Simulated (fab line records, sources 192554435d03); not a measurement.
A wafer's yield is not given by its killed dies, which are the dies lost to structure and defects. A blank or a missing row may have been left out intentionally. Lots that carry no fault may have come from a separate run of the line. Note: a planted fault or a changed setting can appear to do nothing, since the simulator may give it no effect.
Struck lot and sound lot, side by side -- flow n5 finfet -- 41 steps out of a route of 1938
Sound: these wafers, L772.1, L772.2, L772.4. The struck wafers were L776.1, L776.3, L776.6. Last of all comes the cause.
Each step with rows lists, per side, the tool, then ch with its chambers, then its first start. Under that, the readings that differ: sound wafers -- struck wafers -- difference of the means -- sigmas: that difference in standard deviations of wafers without a fault.
alike: readings whose means differ by less than 2 such deviations, and words and numbers that are the same on both sides. not compared: withheld readings, readings that some wafer has no value for, bounds like >300 that may hide the same value, and numbers for which the record gives no deviation and whose values overlap.
A row with sigmas, a row that says differs or no value, or rows on one side alone: a step with any of these is where the two part. When numbers do not overlap yet have no deviation, they are printed without sigmas and do not part them. A reading missing from all wafers of one side parts the sides only when that side holds two or more wafers.

first, 9 steps without rows for these wafers: N5_BEOL_M4_ANNEAL_95 (time 240 s); N5_BEOL_M4_SPUTTER_96 (material Cu, target thk 4.5 nm, time 8.29 s); N5_BEOL_M4_ECD_50 (material Cu, target thk 300 nm); N5_BEOL_M4_ANNEAL_51 (time 90 s); N5_BEOL_M4_CMP_52 (polishes, stops on SiOC, t overpolish 6.8 s, target thk 40 nm); N5_BEOL_M4_PRE_CLEAN_60 (time 15 s); N5_BEOL_M4_CO_CAP_55 (material Co, precursor CCTBA/H2, target thk 2 nm, time 102.1 s); N5_BEOL_M4_PRE_CLEAN_56 (time 15 s); N5_BEOL_M4_DEP_57 (deposits SiCN from 3MS/NH3, target thk 8 nm, time 14 s).
N5_BEOL_M4_RC_MEAS_101:
  sound on prober-01 ch 0, day 9 23:17; struck on prober-01 ch 0, day 11 11:25
reading,sound,struck,difference,sigmas
DIBL_N (mV/V),39.4 42.2 42.3,34.7 38.7 34.1,-5.5,-2
SS_N (mV/dec),72.9 73.8 74.2,71.0 72.4 71.6,-2.0,-2
  alike: DIBL_P, IOFF_N, IOFF_P, ION_N, ION_P, SS_P, VT_N, VT_P
then, 24 steps without rows for these wafers: N5_BEOL_M5_ILD_DEP_00 (deposits SiCOH lowk from DEMS/porogen, target thk 140.64 nm, time 25.9 s); N5_BEOL_M5_CURE_79 (cures SiCOH lowk, time 240 s); N5_BEOL_M5_PECVD_70 (deposits SiO2 from TEOS/O2, target thk 16 nm, time 18 s); N5_BEOL_M5_HM_DEP_02 (deposits TiN, target thk 20 nm); N5_BEOL_M5_COAT_59 (time 60 s, resist thk 60 nm); N5_BEOL_M5_COAT_60 (time 60 s, resist thk 12 nm); N5_BEOL_M5_COAT_71 (time 60 s, resist thk 5 nm); N5_BEOL_M5_COAT_05 (resist thk 30 nm); N5_BEOL_M5_EBR_07; N5_BEOL_M5_SOFTBAKE_06 (time 60 s); N5_BEOL_M5_EXPOSE_08 (exposes mask M5, target cd 28 nm); N5_BEOL_M5_PEB_09 (peb time 60 s); N5_BEOL_M5_DEVELOP_10 (develop time 30 s); N5_BEOL_M5_DESCUM_16 (chemistry O2, time 7 s); N5_BEOL_M5_ETCH_72 (etches underlayer in N2/H2, target depth 6.5 nm, time 5.2 s); N5_BEOL_M5_ETCH_61 (etches SiARC in CF4, target depth 15.6 nm, time 26 s); N5_BEOL_M5_ETCH_62 (etches SOC in N2/H2, target depth 75 nm, overetch 15 nm, time 112.5 s); N5_BEOL_M5_STRIP_63 (strips in N2/H2); N5_BEOL_M5_STRIP_73 (strips in N2/H2); N5_BEOL_M5_STRIP_64 (strips in CF4); N5_BEOL_M5_HM_OPEN_17 (chemistry Cl2/BCl3, target TiN, target depth 20 nm, overetch 6 nm); N5_BEOL_M5_STRIP_19 (strips in O2); N5_BEOL_M5_COAT_65 (time 60 s, resist thk 60 nm); N5_BEOL_M5_COAT_66 (time 60 s, resist thk 12 nm).
-- the record jumps here: 3 days lie between the struck wafers' starts before and after (it left off in module BEOL_M5 and takes up again in module BEOL_M11, whose first step shown is number 1556 of the route) --
N5_BEOL_M11_STRIP_67: strips in CF4.
  sound on rie diel-04 ch 0,2,3, day 12 08:35; struck on rie diel-06 ch 0,3, day 14 06:00
  no value came back on the struck wafers for any of 8 readings (bias power w (W), cf4 flow sccm (sccm) and others); on the sound wafers bias power w (W) reads 74.88 74.69 75.04
reading,sound,struck,difference,sigmas
model.SiARC_of_BEOL_M11_COAT_60.thk nm (nm),0 0 0,23.4 23.2 23.2,+23.3,
N5_BEOL_M11_STRIP_19: strips in O2.
  sound on rie diel-04 ch 1,2,3, day 12 08:44; struck on rie diel-04 ch 1,3, day 14 06:09
reading,sound,struck,difference,sigmas
model.SOC_of_BEOL_M11_COAT_59.thk nm (nm),0 0 0,92.2 91.8 92,+92.0,
  alike: chamber pressure mTorr, drypump motor current A, oes product au, rf vpp V, showerhead plenum p Torr, temp c, throttle valve pct
  not compared: rf hours counter h
N5_BEOL_M11_ETCH_66: etches SOC in N2/H2, target depth 120 nm, overetch 24 nm, time 180 s.
  sound on rie diel-04 ch 0,1,2, day 12 12:15; struck on rie diel-02 ch 0,3, day 14 10:53
reading,sound,struck,difference,sigmas
oes product au (a.u.),0.57 0.67 0.78,0.83 0.93 0.94,+0.23,+3
model.etch.depth nm (nm),99.98 100.1 99.89,144.5 149.2 148.6,+47.4,
  alike: drypump motor current A, rf vpp V, showerhead plenum p Torr, temp c, throttle valve pct
  not compared: rf hours counter h
N5_BEOL_M11_VIA_ETCH_34: etches SiCOH lowk in C4F6/O2, target depth 184.5 nm, time 69.2 s.
  sound on rie diel-04 ch 0,1,2, day 12 12:22; struck on rie diel-02 ch 0,3, day 14 11:01
reading,sound,struck,difference,sigmas
oes product au (a.u.),0.70 0.82 0.96,0.31 0.34 0.34,-0.50,-6
  alike: drypump motor current A, rf vpp V, showerhead plenum p Torr, throttle valve pct
  not compared: rf hours counter h
N5_BEOL_M11_ETCH_41: etches SiCN in CH3F/O2, target depth 42.6 nm, time 86 s.
  sound on rie diel-04 ch 0,1,2; struck on rie diel-02 ch 0,3
reading,sound,struck,difference,sigmas
model.SiARC_of_BEOL_M11_COAT_60.thk nm (nm),0 0 0,11.2 10.6 10.6,+10.8,
  alike: drypump motor current A, oes product au, rf vpp V, showerhead plenum p Torr, throttle valve pct
  not compared: rf hours counter h
N5_BEOL_M11_OCD_MEAS_38:
  sound on ocd-01 at day 12 12:40; struck on ocd-02 at day 14 11:17
reading,sound,struck,difference,sigmas
trench depth nm (nm),146 145 144,- - -,no value on the struck wafers,
-- record jumps: 2 days separate the struck wafers' starts on either side; left off in module BEOL_M11, taken up again in module PASSIVATION, whose first shown step is the route's number 1936 --
N5_PASSIVATION_PROBE_49:
  sound on prober-01 at day 14 07:02; struck on prober-02 at day 16 12:00
reading,sound,struck,difference,sigmas
defect limited yield (%),88.1 90.3 90.6,0 0 0,-90,-64
killed_at_M4_up,16 13 20,1101 1126 1092,+1090,+99 or more
killed at front end,69 50 36,36 24 25,-23,-2
killed dies,141 114 111,1180 1180 1180,+1058,+66
killed on rim,18 15 15,152 152 152,+136,+34
sort_bin_5_function (%),7.6 5.9 4.7,96.7 97.1 96.4,+90.7,+99 or more
sort n pass,1039 1044 1038,0 0 0,-1040,-37
sort yield pct (%),88.1 88.5 88.0,0 0 0,-88,-37
  alike: killed_at_M0_to_M3, killed at contacts, killed at other, killed open, killed short, sort_bin_4_leakage, sort_bin_6_memory

WHERE THEY PART
Last at N5_PASSIVATION_PROBE_49 as far as this record goes, first at N5_BEOL_M4_RC_MEAS_101.

WHY: the cause the simulator had injected
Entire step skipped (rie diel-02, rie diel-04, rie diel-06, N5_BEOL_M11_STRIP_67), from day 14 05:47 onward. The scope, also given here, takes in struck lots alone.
